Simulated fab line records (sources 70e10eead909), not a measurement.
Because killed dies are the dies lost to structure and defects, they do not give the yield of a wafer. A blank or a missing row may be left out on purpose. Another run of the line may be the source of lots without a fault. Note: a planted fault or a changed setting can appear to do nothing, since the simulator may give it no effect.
A struck lot beside a sound one :: flow nand-harc :: 16 out of 1302 route steps
Sound: the wafers L233.1, L233.4, L233.6. Wafers struck: L238.2, L238.3, L238.6. The cause is given at the end.
At each step with rows: each side's tool, then ch and its chambers, then its first start. Under that, the readings that differ: sound wafers :: struck wafers :: difference of the means :: sigmas: that difference in standard deviations of wafers without a fault.
alike: readings whose means differ by less than 2 such deviations, and words and numbers that are the same on both sides. not compared: withheld readings, readings that some wafer has no value for, bounds like >300 that may hide the same value, and numbers for which the record gives no deviation and whose values overlap.
The two part at a step that has a row with sigmas, a row that says differs or no value, or rows on one side only. When numbers do not overlap yet have no deviation, they are printed without sigmas and do not part them. Lack of a reading on every wafer of one side parts them only where that side has two or more wafers.

first, 1 step without rows for these wafers: NHARC_A_BLC_ETCH_16 (etches the open film in CF4, target depth 39 nm, time 65 s).
NHARC_A_BLC_ETCH_17: etches the open film in N2/H2, target depth 390 nm, time 609.38 s.
  sound on rie-diel-06 ch 1,3; struck on rie-diel-11 ch 0,1,2
  alike: bias-w, drypump-motor-current-A, oes-product-au, rf-vpp-V, showerhead-plenum-p-Torr, throttle-valve-pct
  not compared: rf-hours-counter-h
NHARC_A_BLC_ETCH_18: etches the open film in C4F8/O2/Ar, target depth 910 nm.
  sound on rie-diel-06 ch 0,1,3; struck on rie-diel-11 ch 0,1
  alike: bias-w, oes-product-au, rf-vpp-V
  not compared: rf-hours-counter-h
NHARC_A_BLC_CD_MEAS_19:
  sound on cd-sem-03 at day 24 04:08; struck on cd-sem-01 at day 27 02:41
  alike: cd-nm
then, 3 steps without rows for these wafers: NHARC_A_BLC_STRIP_29 (strips in CF4); NHARC_A_BLC_STRIP_21 (strips in O2); NHARC_A_BLC_STRIP_22 (strips in post etch residue remover, time 600 s).
NHARC_A_BLC_DEGAS_30: time 60 s.
  sound on pvd-sputter-01 at day 24 04:44; struck on pvd-sputter-01 at day 27 03:18
  alike: heater-power-w
then, 1 step without rows for these wafers: NHARC_A_BLC_PRE_CLEAN_31 (time 15 s).
NHARC_A_BLC_PVD_32: deposits Ti, target thk 5 nm, time 17.7 s.
  sound on pvd-sputter-01; struck on pvd-sputter-01
  alike: throttle-valve-pct
then, 1 step without rows for these wafers: NHARC_A_BLC_ALD_23 (deposits TiN, target thk 3 nm, pulse time 1 s, ald cycles 150).
NHARC_A_BLC_CVD_24: deposits W, target thk 150 nm, time 434 s.
  sound on cvd-w-02 ch 0,1; struck on cvd-w-02 ch 0,1
  alike: heater-power-w, throttle-valve-pct
NHARC_A_BLC_CMP_25: polishes, t overpolish 30 s, target thk 150 nm.
  sound on cmp-01 ch 1,2, day 24 05:42; struck on cmp-01 ch 1,2,3, day 27 04:16
  no value came back on the struck wafers for edge-zone-pressure-frac, motor-current-A (A), overpolish-run-s (s), time-to-endpoint-s (s); on the sound wafers edge-zone-pressure-frac reads 1.006 1.003 1.004
then, 1 step without rows for these wafers: NHARC_A_BLC_SRD_27.
NHARC_A_BLC_INSPECT_28:
  sound on defect-inspect-01 at day 24 06:07; struck on defect-inspect-01 at day 27 04:40
reading: raw-defect-count
sound: 666 554 505
struck: 6704 6840 6723
difference: +6181
sigmas: +62
NHARC_END_SORT_01:
  the record has rows for the struck wafers here (prober-02 ch 0, day 28 21:24) and none for the sound ones

== WHERE THEY PART ==
Earliest at NHARC_A_BLC_CMP_25; latest, in this record, at NHARC_END_SORT_01.

WHY: what the simulator had put in
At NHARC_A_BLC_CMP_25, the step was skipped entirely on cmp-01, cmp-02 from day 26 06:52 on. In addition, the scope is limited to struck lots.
